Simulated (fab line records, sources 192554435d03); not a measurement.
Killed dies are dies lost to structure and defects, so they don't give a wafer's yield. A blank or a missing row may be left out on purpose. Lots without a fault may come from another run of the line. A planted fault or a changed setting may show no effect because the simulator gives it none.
Split-lot experiment | flow n5_finfet | 7 lots, 39 wafers read, on a route of 1938 steps

THE SPLIT
At N5_BEOL_M7_TRENCH_ETCH_37 (etches SiCOH lowk in C4F6/O2, target depth 93.478 nm, time 31.2 s), the setting target_depth_a was moved away from the recipe's 934.78 angstrom on 15 of the 39 wafers read, by -37.0% to +47.3%. The other wafers ran this setting at the recipe's value.

FROM THE SPLIT TO THE READING: what the file shows between them, 8 steps
- N5_BEOL_M7_ETCH_41: etches SiCN in CH3F/O2, target depth 31.9 nm, time 57.8 s
- N5_BEOL_M7_STRIP_80: strips in N2/H2, time 10 s
- N5_BEOL_M7_OCD_MEAS_38
- N5_BEOL_M7_HM_STRIP_39: strips TiN in peroxide tin strip, target depth 25 nm, time 158 s
- N5_BEOL_M7_SRD_40: time 30 s
- N5_BEOL_M7_ECD_50: material Cu, target thk 300 nm
- N5_BEOL_M7_ANNEAL_51: time 90 s
- N5_BEOL_M7_CMP_52: polishes, stops on SiCOH lowk, t overpolish 6.9 s, target thk 80 nm

THE READING
M7_THK, in nm, at N5_BEOL_M7_THK_MEAS_53 (measures by xrf). Fault-free wafers of this fab line usually give 79.4 nm, standard deviation 2 nm.

wafer  | tool, chamber at the split | target_depth_a as run, angstrom | against the recipe | M7_THK, nm | against lot-mates on the recipe
L075.1 | rie_diel-02, 2             | 934.78                          | recipe             | 76.1       | -
L075.2 | rie_diel-02, 3             | 934.78                          | recipe             | 82.4       | -
L075.3 | rie_diel-02, 0             | 934.78                          | recipe             | 78.9       | -
L075.4 | rie_diel-02, 1             | 934.78                          | recipe             | 81.5       | -
L075.5 | rie_diel-02, 3             | 934.78                          | recipe             | 82.1       | -
L075.6 | rie_diel-02, 0             | 934.78                          | recipe             | 77.5       | -
L078.1 | rie_diel-02, 1             | 934.78                          | recipe             | 79.3       | -
L078.2 | rie_diel-02, 2             | 674.1                           | -27.9%             | 52.0       | -27.2
L078.3 | rie_diel-02, 3             | 934.78                          | recipe             | 78.1       | -
L078.4 | rie_diel-02, 0             | 674.1                           | -27.9%             | 50.2       | -29.0
L078.5 | rie_diel-02, 2             | 674.1                           | -27.9%             | 51.1       | -28.1
L078.6 | rie_diel-02, 3             | 934.78                          | recipe             | 80.3       | -
L082.1 | rie_diel-02, 1             | 934.78                          | recipe             | 79.9       | -
L082.2 | rie_diel-02, 0             | 624.2                           | -33.2%             | 49.3       | -29.5
L082.3 | rie_diel-02, 2             | 934.78                          | recipe             | 77.0       | -
L082.4 | rie_diel-02, 3             | 624.2                           | -33.2%             | 50.3       | -28.5
L082.5 | rie_diel-02, 1             | 934.78                          | recipe             | 79.5       | -
L082.6 | rie_diel-02, 0             | 624.2                           | -33.2%             | 47.4       | -31.4
L085.1 | rie_diel-02, 1             | 1377                            | +47.3%             | 121.1      | +45.5
L085.2 | rie_diel-02, 2             | 934.78                          | recipe             | 75.3       | -
L085.3 | rie_diel-02, 0             | 934.78                          | recipe             | 74.0       | -
L085.4 | rie_diel-02, 3             | 1377                            | +47.3%             | 123.1      | +47.5
L085.5 | rie_diel-02, 0             | 1377                            | +47.3%             | 119.0      | +43.4
L085.6 | rie_diel-02, 1             | 934.78                          | recipe             | 77.6       | -
L091.1 | rie_diel-05, 1             | 934.78                          | recipe             | 78.1       | -
L091.2 | rie_diel-05, 0             | 705.9                           | -24.5%             | 53.1       | -26.3
L091.3 | rie_diel-05, 3             | 934.78                          | recipe             | 80.1       | -
L091.4 | rie_diel-05, 2             | 934.78                          | recipe             | 80.1       | -
L091.5 | rie_diel-05, 3             | 705.9                           | -24.5%             | 57.5       | -21.9
L091.6 | rie_diel-05, 2             | 705.9                           | -24.5%             | 58.1       | -21.3
L088.1 | rie_diel-05, 1             | 934.78                          | recipe             | 77.6       | -
L088.2 | rie_diel-05, 3             | 934.78                          | recipe             | 81.9       | -
L088.4 | rie_diel-05, 0             | 934.78                          | recipe             | 80.2       | -
L097.1 | rie_diel-05, 2             | 588.6                           | -37.0%             | 44.2       | -33.9
L097.2 | rie_diel-05, 0             | 588.6                           | -37.0%             | 43.4       | -34.7
L097.3 | rie_diel-05, 3             | 934.78                          | recipe             | 79.3       | -
L097.4 | rie_diel-05, 1             | 934.78                          | recipe             | 75.9       | -
L097.5 | rie_diel-05, 2             | 934.78                          | recipe             | 79.0       | -
L097.6 | rie_diel-05, 1             | 588.6                           | -37.0%             | 43.6       | -34.5

THE FIT
A straight line over all 39 wafers: M7_THK changes by +0.918 nm for each +1% of target_depth_a; r = +0.99; the points scatter about the line by 2.1 nm.
The same after taking each lot's own level away (the mean of its wafers on the recipe; 39 wafers): +0.948 nm for each +1%; r = +1.00; scatter 1.8 nm.
On that fit, the largest move of target_depth_a shifts the reading by 45 nm.
The lots' own levels span 75.63 to 79.90 nm, that is 2.1 times the standard deviation above.
So the lot-to-lot level changes the slope little: the two slopes agree.
Check: with one of the wafers moved furthest among these (+47.3%) left out of the fit, the line predicts +44.8 nm for it against its lot-mates. It came out at +45.5 nm against them.

OTHER SPLITS ON THESE WAFERS
These wafers also went through other splits before the reading. Each is held against what the fit with the lots' levels taken away leaves over:
other split on the same wafers     | wafers away from the commonest value | r with M7_THK (lot level and that fit taken away)
N5_BEOL_M6_ILD_DEP_00 target_thk_a | 12                                   | -0.16

THE WHOLE CHAIN: every reading that the file lists as answering this split, in the file's order
step                      | what it does                                                        | reading                                                                          | change (the file's fit)                                                              | r (the file's)
N5_BEOL_M7_TRENCH_ETCH_37 | etches SiCOH lowk in C4F6/O2, target depth 93.478 nm, time 31.2 s   | BEOL_M7.feature_depth_nm (the simulator's own value, which no gauge read)        | +0.944 nm for each +1% of the setting                                                | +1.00
N5_BEOL_M7_TRENCH_ETCH_37 | etches SiCOH lowk in C4F6/O2, target depth 93.478 nm, time 31.2 s   | etch.depth_nm (the simulator's own value, which no gauge read)                   | +0.944 nm for each +1% of the setting                                                | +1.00
N5_BEOL_M7_TRENCH_ETCH_37 | etches SiCOH lowk in C4F6/O2, target depth 93.478 nm, time 31.2 s   | TiN_of_BEOL_M7_HM_DEP_02.thk_nm (the simulator's own value, which no gauge read) | -0.0273 nm for each +1% of the setting                                               | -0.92
N5_BEOL_M7_OCD_MEAS_38    |                                                                     | trench_depth_nm                                                                  | +0.943 nm for each +1% of the setting                                                | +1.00
N5_BEOL_M7_CMP_52         | polishes, stops on SiCOH lowk, t overpolish 6.9 s, target thk 80 nm | Cu_of_BEOL_M7_ECD_50.thk_nm (the simulator's own value, which no gauge read)     | +0.949 nm for each +1% of the setting                                                | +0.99
N5_BEOL_M7_THK_MEAS_53    | measures by xrf                                                     | M7_THK                                                                           | +0.947 for each +1% of the setting                                                   | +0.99
N5_BEOL_M7_RS_MEAS_57     | measures by four-point-probe                                        | M7_RS                                                                            | not straight: 0.602 at the lowest setting, 0.290 at the recipe, 0.178 at the highest | not given

THE FILE'S OWN FIT
M7_THK changes by +0.947 nm for each +1% of target_depth_a, r = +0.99.
